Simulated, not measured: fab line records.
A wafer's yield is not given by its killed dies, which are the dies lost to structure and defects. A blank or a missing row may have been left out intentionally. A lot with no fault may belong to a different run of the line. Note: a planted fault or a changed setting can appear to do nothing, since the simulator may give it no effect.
Matching of chambers | flow nandHarc | NHARC_P_ZERO_WELL_DESCUM_54 on rieDiel-10 has 4 sister chambers
The step chemistry O2, time 3 s. 18 wafers are shown with their chamber, then 9 later ones without.

## WAFERS PAIRED WITH THEIR CHAMBERS
wafer  | chamber | showerheadPlenumPTorr (Torr) | drypumpMotorCurrentA (A) | oesProductAu (a.u.)
L075.1 | 0       | 1.92                         | 5.6                      | 0.992
L075.3 | 2       | 1.82                         | 5.7                      | 1.008
L075.6 | 0       | 1.92                         | 5.6                      | 0.997
L077.1 | 1       | 1.88                         | 6.5                      | 1.005
L077.4 | 3       | 2.00                         | 6.1                      | 0.989
L077.6 | 0       | 1.92                         | 5.6                      | 0.997
L078.1 | 0       | 1.92                         | 5.6                      | 0.998
L078.5 | 3       | 2.00                         | 6.1                      | 0.990
L078.6 | 2       | 1.82                         | 5.8                      | 1.005
L087.1 | 2       | 1.81                         | 5.7                      | 0.998
L087.4 | 1       | 1.88                         | 6.5                      | 1.002
L087.6 | 0       | 1.92                         | 5.6                      | 1.012
L089.1 | 1       | 1.88                         | 6.5                      | 0.998
L089.4 | 3       | 2.00                         | 6.1                      | 0.980
L089.6 | 3       | 2.00                         | 6.1                      | 0.979
L090.1 | 1       | 1.88                         | 6.5                      | 1.012
L090.3 | 0       | 1.92                         | 5.6                      | 1.011
L090.6 | 1       | 1.88                         | 6.5                      | 1.005

SIGNATURES (means of the wafers above)
reading               | chamber 0 | chamber 1 | chamber 2 | chamber 3 | scatter within a chamber
showerheadPlenumPTorr | 1.9200    | 1.8800    | 1.8167    | 2.0000    | 0.00218
drypumpMotorCurrentA  | 5.600     | 6.500     | 5.733     | 6.100     | 0.0218
oesProductAu          | 1.00117   | 1.00440   | 1.00367   | 0.98450   | 0.00656
Rule: a wafer's distance from a chamber is the root of the sum, over the readings, of the square of ((its reading less the chamber's mean) divided by the reading's scatter). The wafer belongs to the nearest chamber; if the next one is less than 2 further off, it can't be placed. The scatter: the root of (the sum of the squares of (reading less its chamber's mean) over the shown wafers, divided by (wafers less chambers)).

## WAFERS MISSING THEIR CHAMBER
wafer  | showerheadPlenumPTorr (Torr) | drypumpMotorCurrentA (A) | oesProductAu (a.u.)
L091.4 | 1.92                         | 5.6                      | 1.007
L091.5 | 1.88                         | 6.5                      | 1.003
L091.6 | 1.81                         | 5.7                      | 0.996
L092.3 | 1.92                         | 5.6                      | 1.010
L092.4 | 1.81                         | 5.7                      | 1.005
L092.6 | 2.00                         | 6.1                      | 0.989
L093.2 | 1.92                         | 5.6                      | 0.995
L093.3 | 2.00                         | 6.1                      | 0.979
L093.4 | 1.92                         | 5.6                      | 1.001

## WHICH CHAMBER EACH ONE RAN IN
wafer  | from the rows above | in truth
L091.4 | 0                   | 0
L091.5 | 1                   | 1
L091.6 | 2                   | 2
L092.3 | 0                   | 0
L092.4 | 2                   | 2
L092.6 | 3                   | 3
L093.2 | 0                   | 0
L093.3 | 3                   | 3
L093.4 | 0                   | 0
Placed correctly: 9 of 9. Left unplaced by these rows: 0. Number placed wrongly: 0.
